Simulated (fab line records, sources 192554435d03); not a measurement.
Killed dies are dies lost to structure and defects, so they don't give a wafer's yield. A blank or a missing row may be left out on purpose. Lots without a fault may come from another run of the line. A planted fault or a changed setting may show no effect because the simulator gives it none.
fab line records | flow n5_finfet
record lots=9 wafers=27 last_day=20
route steps=1938 shown BEOL_M3@1006 BEOL_M4@1021 PASSIVATION@1936
lots that met no fault: from a run of the same line without faults
start_h: hours from the record's first day to the start of the lot's first wafer shown | wait_h: hours since the lot's step before | " the same as in the row above | L1.1+2: a row that stands for several wafers | - no value, or no start given | * or withheld: withheld | < > ~ a bound
route shown NAME@n: a module of which the file shows steps, and the number in the route of the first | usual: mean/standard deviation of fault-free wafers | same: alike in all rows | chamber/n: place in a boat | sites: the reading at each site | _std_site: their standard deviation | _edge_site: outer sites' mean less inner sites' | radius_mm: how far each site lies from the wafer's centre | mask NAME#n: copy n | behind: the tool/chamber that last shaped the wafer | hold: why the lot was held/for how many hours/how that ended | device: the transistor (n, p or np) that didn't switch | end of line: the same wafers' tests at the end of the route | a step without rows: its recipe alone | killed: dies lost to structure and defects at the first sort, not the wafer's yield | map: a wafer's dies, x killed, . not, _ none there
set.NAME: the setting as run; set.NAME@STEP: as run at that earlier step | model.NAME: the simulator's own value behind a step, which no gauge read
steps of the route over a sample of lots; a table a step, a row a wafer
services: from which hour (start_h, from the record's first day; less than 0 if before it) a tool's chamber was out of use, for how many hours, and why
## steps
# step N5_BEOL_M3_SPUTTER_92
# recipe material=Cu target_thk_a=45 temp_c=-20 chamber_pressure_pa=0.07 power_w=withheld time_s=8.29
# usual throttle_valve_pct=30.4/0.68
# columns lot.wafer tool chamber start_h wait_h throttle_valve_pct
L856.1 pvd_sputter-01 - 228.63 0.1 30.1
L856.2 " - " " 29.7
L856.5 " - " " 30.8
L858.2 pvd_sputter-03 - 240.24 0.1 30.3
L858.3 " - " " 30.3
L858.4 " - " " 31.8
L859.2 pvd_sputter-02 - 253.46 0.1 30.2
L859.4 " - " " 29.7
L859.5 " - " " 30.0
L860.1 pvd_sputter-01 - 253.58 0.1 29.6
L860.2 " - " " 30.5
L860.3 " - " " 30.2
L863.3 pvd_sputter-03 - 261.42 0.1 30.0
L863.5 " - " " 30.6
L863.6 " - " " 32.1
L864.2 pvd_sputter-02 - 265.86 0.1 30.1
L864.4 " - " " 30.7
L864.6 " - " " 30.2
L866.1 pvd_sputter-03 - 286.03 0.1 29.3
L866.2 " - " " 31.8
L866.4 " - " " 30.0
L872.1 pvd_sputter-01 - 334.10 0.1 30.5
L872.2 " - " " 30.8
L872.4 " - " " 29.7
L871.2 pvd_sputter-03 - 340.96 0.1 31.9
L871.3 " - " " 29.1
L871.4 " - " " 29.9
# step N5_BEOL_M3_RS_MEAS_58
# recipe thk_meas_gauge=four-point-probe reads=Co_of_BEOL_M3_CO_CAP_55+Cu_of_BEOL_M3_ECD_50+Co_of_BEOL_M3_CVD_47+TaN_of_BEOL_M3_ALD_84
# usual M3_RS=0.69/0.049
# columns lot.wafer tool chamber start_h wait_h M3_RS[ohm/sq]
L856.1 film_metro-02 - 230.13 0.0 0.75
L856.2 " - " " 0.64
L856.5 " - " " 0.73
L858.2 film_metro-02 - 241.73 0.1 0.71
L858.3 " - " " 0.71
L858.4 " - " " 0.68
L860.1 film_metro-02 - 255.08 0.0 0.72
L860.2 " - " " 0.71
L860.3 " - " " 0.70
L859.2 film_metro-02 - 255.22 0.1 0.67
L859.4 " - " " 0.60
L859.5 " - " " 0.66
L863.3 film_metro-02 - 263.08 0.1 0.67
L863.5 " - " " 0.68
L863.6 " - " " 0.70
L864.2 film_metro-01 - 267.36 0.1 0.66
L864.4 " - " " 0.70
L864.6 " - " " 0.68
L866.1 film_metro-01 - 287.56 0.0 0.65
L866.2 " - " " 0.70
L866.4 " - " " 0.64
L872.1 film_metro-02 - 335.59 0.0 0.67
L872.2 " - " " 0.66
L872.4 " - " " 0.65
L871.2 film_metro-01 - 344.68 0.1 0.62
L871.3 " - " " 0.69
L871.4 " - " " 0.59
# step N5_BEOL_M4_ILD_DEP_00
# recipe material=SiOC target_thk_a=790 temp_c=350 precursor=DEMS/O2 pressure_torr=5 rf_w=500 time_s=15.3
# usual heater_power_w=478/74 showerhead_plenum_p_Torr=5.691/0.013 throttle_valve_pct=11.8/0.65
# columns lot.wafer tool chamber start_h wait_h heater_power_w showerhead_plenum_p_Torr since_wet_clean_h throttle_valve_pct
L856.1 pecvd-01 1 230.20 0.0 577 5.694 1840 12.4
L856.2 " 2 " " 577 5.658 361 11.3
L856.5 " 1 " " 567 5.701 - 12.3
L858.2 pecvd-01 2 241.79 0.0 544 5.677 373 11.6
L858.3 " 0 " " 530 5.676 1127 12.8
L858.4 " 2 " " 531 5.677 - 11.5
L860.1 pecvd-02 0 255.15 0.0 478 5.684 959 12.0
L860.2 " 1 " " 535 5.709 1684 12.3
L860.3 " 2 " " 357 5.699 205 10.9
L859.2 pecvd-03 1 255.28 0.0 497 5.696 1503 12.5
L859.4 " 0 " " 539 5.689 - 11.9
L859.5 " 1 " " 503 5.687 - 12.5
L863.3 pecvd-02 1 263.14 0.0 554 5.703 1692 12.2
L863.5 " 1 " " 521 5.703 - 12.3
L863.6 " 2 " " 336 5.674 - 10.7
L864.2 pecvd-01 2 267.42 0.0 557 5.670 399 11.5
L864.4 " 1 " " 508 5.712 - 12.5
L864.6 " 2 " " 568 5.679 - 11.4
L866.1 pecvd-02 2 287.63 0.0 322 5.682 238 10.6
L866.2 " 1 " " 480 5.700 1717 12.1
L866.4 " 1 " " 498 5.694 - 12.6
L872.1 pecvd-02 0 335.65 0.0 488 5.675 1040 12.0
L872.2 " 1 " " 571 5.709 1765 12.4
L872.4 " 2 " " 350 5.690 - 10.9
L871.2 pecvd-02 0 344.74 0.0 487 5.681 1049 11.8
L871.3 " 2 " " 366 5.697 295 11.1
L871.4 " 1 " " 514 5.699 - 12.4
# step N5_BEOL_M4_COAT_62
# recipe resist=SiARC temp_c=220 time_s=60 spin_rpm=1500 resist_thk_nm=12
# usual spin_speed_rpm=1499.9/0.98
# columns lot.wafer tool chamber start_h wait_h spin_speed_rpm
L856.1 litho_track-04 0 231.11 - 1501.0
L856.2 " 0 " " 1500.4
L856.5 " 0 " " 1498.7
L858.2 litho_track-04 0 244.72 - 1500.4
L858.3 " 0 " " 1500.9
L858.4 " 0 " " 1500.5
L860.1 litho_track-04 0 256.69 - 1500.3
L860.2 " 0 " " 1501.2
L860.3 " 0 " " 1501.9
L859.2 litho_track-03 0 256.87 - 1498.7
L859.4 " 0 " " 1498.6
L859.5 " 0 " " 1499.4
L863.3 litho_track-04 0 265.16 - 1747.6
L863.5 " 0 " " 1746.4
L863.6 " 0 " " 1749.3
L864.2 litho_track-05 0 268.12 - 1501.5
L864.4 " 0 " " 1500.7
L864.6 " 0 " " 1500.9
L866.1 litho_track-04 0 288.57 - 1749.4
L866.2 " 0 " " 1747.6
L866.4 " 0 " " 1747.0
L872.1 litho_track-03 0 336.49 - 1500.9
L872.2 " 0 " " 1499.2
L872.4 " 0 " " 1499.4
L871.2 litho_track-04 0 346.14 - 1499.2
L871.3 " 0 " " 1501.2
L871.4 " 0 " " 1501.1
# step N5_BEOL_M4_ETCH_63
# recipe chemistry=CF4 target=SiARC target_depth_a=156 mask_material=CAR-EUV time_s=26 ion_energy_ev=80 pressure_mtorr=40 source_w=545 bias_w=36 Ar_flow_sccm=100 cf4_flow_sccm=100 ends=cleared
# usual drypump_motor_current_A=5.5/0.5 etch_rf_on_time_s=26.3/0.7 oes_product_au=0.67/0.07 rf_vpp_V=184.0/0.95 showerhead_plenum_p_Torr=2.14/0.051 throttle_valve_pct=15.44/0.17
# columns lot.wafer tool chamber start_h wait_h drypump_motor_current_A etch_rf_on_time_s oes_product_au rf_hours_counter_h rf_vpp_V showerhead_plenum_p_Torr throttle_valve_pct
L856.1 rie_diel-01 3 231.67 0.0 5.6 25.7 0.72 73 183.8 2.09 15.29
L856.2 " 1 " " 5.0 26.5 0.62 176 182.4 2.21 15.51
L856.5 " 2 " " 5.3 25.9 0.59 - 183.2 2.04 15.60
L858.2 rie_diel-05 0 245.27 0.0 5.2 26.3 0.67 119 183.9 2.16 15.57
L858.3 " 2 " " 5.4 25.0 0.65 157 184.0 2.15 15.38
L858.4 " 1 " " 6.4 26.6 0.72 52 182.7 2.10 15.30
L860.1 rie_diel-04 2 257.25 0.0 4.9 27.6 0.61 166 183.6 2.13 15.27
L860.2 " 1 " " 6.3 25.6 0.73 56 183.8 2.17 15.59
L860.3 " 3 " " 6.6 25.9 0.60 230 184.5 2.19 15.54
L859.2 rie_diel-01 3 257.48 0.0 5.6 26.4 0.69 87 183.9 2.08 15.31
L859.4 " 2 " " 5.2 25.8 0.83 0 186.1 2.29 15.11
L859.5 " 0 " " 5.5 26.5 0.59 - 184.3 2.13 15.77
L863.3 rie_diel-01 3 266.09 0.0 5.6 24.1 0.70 90 183.4 2.08 15.31
L863.5 " 1 " " 5.1 24.5 0.61 - 185.1 2.20 15.57
L863.6 " 2 " " 5.2 24.0 0.82 - 185.1 2.29 15.13
L864.2 rie_diel-01 2 268.76 0.0 5.2 25.7 0.81 4 184.4 2.29 15.15
L864.4 " 2 " " 5.2 25.7 0.81 - 184.6 2.29 15.13
L864.6 " 1 " " 5.0 26.2 0.62 - 185.3 2.20 15.57
L866.1 rie_diel-04 2 289.14 0.0 4.9 26.1 0.60 182 185.7 2.13 15.27
L866.2 " 3 " " 6.6 24.2 0.59 246 185.9 2.19 15.55
L866.4 " 0 " " 5.8 24.3 0.80 6 183.6 2.12 15.23
L872.1 rie_diel-05 3 336.93 0.0 5.2 26.8 0.72 69 183.2 2.09 15.45
L872.2 " 1 " " 6.4 27.2 0.67 86 184.7 2.09 15.37
L872.4 " 2 " " 5.4 25.7 0.62 190 183.2 2.14 15.44
L871.2 rie_diel-04 1 348.67 0.0 6.3 26.0 0.68 95 184.4 2.16 15.66
L871.3 " 0 " " 5.8 25.9 0.77 30 182.1 2.11 15.27
L871.4 " 2 " " 4.9 28.0 0.58 206 184.1 2.12 15.35
# step N5_BEOL_M4_RC_MEAS_101
# usual DIBL_N=37.1/2.6 DIBL_P=38/3 IOFF_N=0.18/0.052 IOFF_P=0.25/0.06 ION_N=678/15 ION_P=467/8.6 SS_N=71.7/0.73 SS_P=73.7/0.89 VT_N=249/4.3 VT_P=-248/3.8
# columns lot.wafer tool chamber start_h wait_h DIBL_N[mV/V] DIBL_P[mV/V] IOFF_N[nA/um] IOFF_P[nA/um] ION_N[uA/um] ION_P[uA/um] SS_N[mV/dec] SS_P[mV/dec] VT_N[mV] VT_P[mV]
L856.1 prober-02 0 265.89 0.1 37.1 39 0.18 0.24 674 463 72.0 74.2 250 -248
L856.2 " 0 " " 38.0 41 0.21 0.29 686 476 71.8 74.3 249 -247
L856.5 " 0 " " 34.7 37 0.14 0.21 667 463 70.5 73.3 252 -247
L858.2 prober-01 0 283.45 0.2 39.6 41 0.20 0.31 679 463 72.1 75.1 250 -246
L858.3 " 0 " " 37.3 38 0.16 0.21 690 469 71.5 73.7 252 -249
L858.4 " 0 " " 39.5 40 0.21 0.27 693 471 72.2 73.5 245 -247
L860.1 prober-02 0 294.35 0.0 36.6 37 0.17 0.21 681 462 72.2 73.4 250 -248
L860.2 " 0 " " 35.2 37 0.15 0.21 683 474 71.9 73.5 251 -249
L860.3 " 0 " " 36.7 37 0.16 0.21 671 460 71.5 73.6 250 -251
L859.2 prober-02 0 312.80 0.2 35.7 36 0.15 0.21 657 456 70.7 73.2 250 -249
L859.4 " 0 " " 35.8 39 0.15 0.27 663 469 71.8 73.0 251 -248
L859.5 " 0 " " 34.1 35 0.13 0.20 658 461 71.4 72.5 253 -252
L863.3 prober-02 0 316.35 0.3 38.4 40 0.22 0.28 711 479 72.2 73.7 246 -248
L863.5 " 0 " " 38.2 39 0.21 0.25 687 465 71.8 73.8 247 -250
L863.6 " 0 " " 38.4 41 0.22 0.30 685 471 72.6 74.4 246 -246
L864.2 prober-01 0 317.31 0.2 34.6 36 0.12 0.22 669 471 71.3 73.4 256 -249
L864.4 " 0 " " 38.4 38 0.18 0.24 671 469 71.9 73.8 250 -248
L864.6 " 0 " " 40.5 41 0.23 0.32 693 476 72.6 74.8 246 -243
L866.1 prober-02 0 326.89 0.0 36.8 38 0.15 0.25 675 469 71.2 73.1 253 -245
L866.2 " 0 " " 37.6 39 0.18 0.29 680 478 71.5 73.6 247 -245
L866.4 " 0 " " 42.1 43 0.30 0.40 712 482 72.6 75.5 241 -240
L871.2 prober-02 0 367.82 0.2 36.5 39 0.19 0.26 704 484 71.2 74.6 244 -243
L871.3 " 0 " " 37.0 39 0.19 0.26 674 462 72.0 73.8 248 -248
L871.4 " 0 " " 38.3 41 0.23 0.30 700 477 71.3 74.7 245 -248
L872.1 prober-02 0 375.35 0.0 39.7 42 0.26 0.32 694 474 72.8 75.2 241 -245
L872.2 " 0 " " 40.2 42 0.25 0.33 682 475 72.6 74.5 246 -245
L872.4 " 0 " " 38.0 39 0.22 0.26 681 466 72.4 74.2 245 -246
# step N5_PASSIVATION_PROBE_49
# usual defect_limited_yield=91.4/1.4 killed_at_M0_to_M3=34/9.1 killed_at_M4_up=14/5.2 killed_at_contacts=12/6.4 killed_at_front_end=38/11 killed_at_other=3.7/2.8 killed_dies=102/17 killed_open=68/13 killed_short=32/7.8 sort_bin_4_leakage=0.05/0.3 sort_bin_5_function=5.1/1 sort_bin_6_memory=3.2/0.66 sort_n_pass=1076/19 sort_yield_pct=91.2/1.6
# same gross_dies=1180 killed_at_back_side=0 sort_bin_8_speed[%]=0
# columns lot.wafer tool chamber start_h wait_h defect_limited_yield[%] killed_at_M0_to_M3 killed_at_M4_up killed_at_contacts killed_at_front_end killed_at_other killed_dies killed_open killed_short sort_bin_4_leakage[%] sort_bin_5_function[%] sort_bin_6_memory[%] sort_n_pass sort_yield_pct[%]
L858.2 prober-02 - 394.27 0.1 91.9 29 15 12 35 5 96 59 35 0 4.3 3.5 1084 91.9
L858.3 prober-02 - 394.32 0.1 92.4 23 18 16 31 2 90 63 27 0 4.0 3.2 1090 92.4
L858.4 prober-02 - 394.37 0.2 90.1 42 18 9 45 3 117 83 34 0 6.1 3.8 1063 90.1
# killed by level:class
L858.2 FIN_SAQP:geometric_particle:open=10 MOL_CONTACT_COAG:geometric_particle:open=7 BEOL_M0_SAQP:geometric_particle:short=7 BEOL_M1:geometric_particle:open=7 FIN_SAQP:geometric_particle:short=5 MOL_CONTACT_COAG:geometric_particle:short=5 BEOL_M0_SAQP:geometric_particle:open=5 BEOL_M4:geometric_particle:open=5
L858.3 MOL_CONTACT_COAG:geometric_particle:open=15 FIN_SAQP:geometric_particle:short=14 FIN_SAQP:geometric_particle:open=6 BEOL_M0_SAQP:geometric_particle:open=6 BEOL_M4:geometric_particle:open=6 BEOL_M1:geometric_particle:open=5 BEOL_M0_SAQP:geometric_particle:short=4 GATE_CUT:geometric_particle:open=3
L858.4 FIN_SAQP:geometric_particle:open=15 BEOL_M4:geometric_particle:open=11 BEOL_M3:geometric_particle:open=9 FIN_SAQP:geometric_particle:short=8 BEOL_M0_SAQP:geometric_particle:short=7 BEOL_M1:geometric_particle:open=7 BEOL_M2:geometric_particle:open=7 MOL_CONTACT_COAG:geometric_particle:open=6
## services
# columns tool chamber start_h hours kind
rie_diel-04 3 206.48 9.8 repair
rie_diel-01 0 208.40 5.3 repair
rie_diel-05 - 208.65 0.6 repair
rie_diel-01 3 226.33 4.3 repair
rie_diel-05 1 232.14 1.4 repair
pecvd-03 2 238.13 4.2 repair
rie_diel-01 2 238.47 - clean
rie_diel-01 2 238.47 - consumable_replace:focus_ring
rie_diel-01 2 238.47 - consumable_replace:showerhead
rie_diel-01 2 238.47 17.9 scheduled_down
rie_diel-01 2 238.47 17.9 vent_cycle
rie_diel-04 0 249.99 - clean
rie_diel-04 0 249.99 - consumable_replace:focus_ring
rie_diel-04 0 249.99 21.8 scheduled_down
rie_diel-04 0 249.99 21.8 vent_cycle
pecvd-03 - 251.82 0.4 repair
pecvd-01 0 280.33 2.1 scheduled_down
pecvd-02 0 297.53 2.1 scheduled_down
rie_diel-04 3 304.27 - clean
rie_diel-04 3 304.27 - consumable_replace:focus_ring
rie_diel-04 3 304.27 19.4 scheduled_down
rie_diel-04 3 304.27 19.4 vent_cycle
rie_diel-01 0 346.66 - clean
rie_diel-01 0 346.66 - consumable_replace:focus_ring
## key
first_sign step=N5_BEOL_M4_COAT_62 reading=spin_speed_rpm direction=up sigmas=99+ usual=* struck=*
effect step=N5_BEOL_M4_ETCH_63 reading=etch_rf_on_time_s direction=down sigmas=2.6 usual=* struck=*
met_at N5_BEOL_M4_COAT_62
struck_lots L863,L866
not_acting_at N5_BEOL_M3_SPUTTER_92,N5_BEOL_M3_RS_MEAS_58,N5_BEOL_M4_ILD_DEP_00
onset_between 256.69 265.16
fault kind=process_parameter_drift tool=litho_track-04 chamber=- onset_h=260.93 steps=N5_BEOL_M4_COAT_62 channel=spin_rpm offset=* shape=step end_h=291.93 acts_in=* stated=*
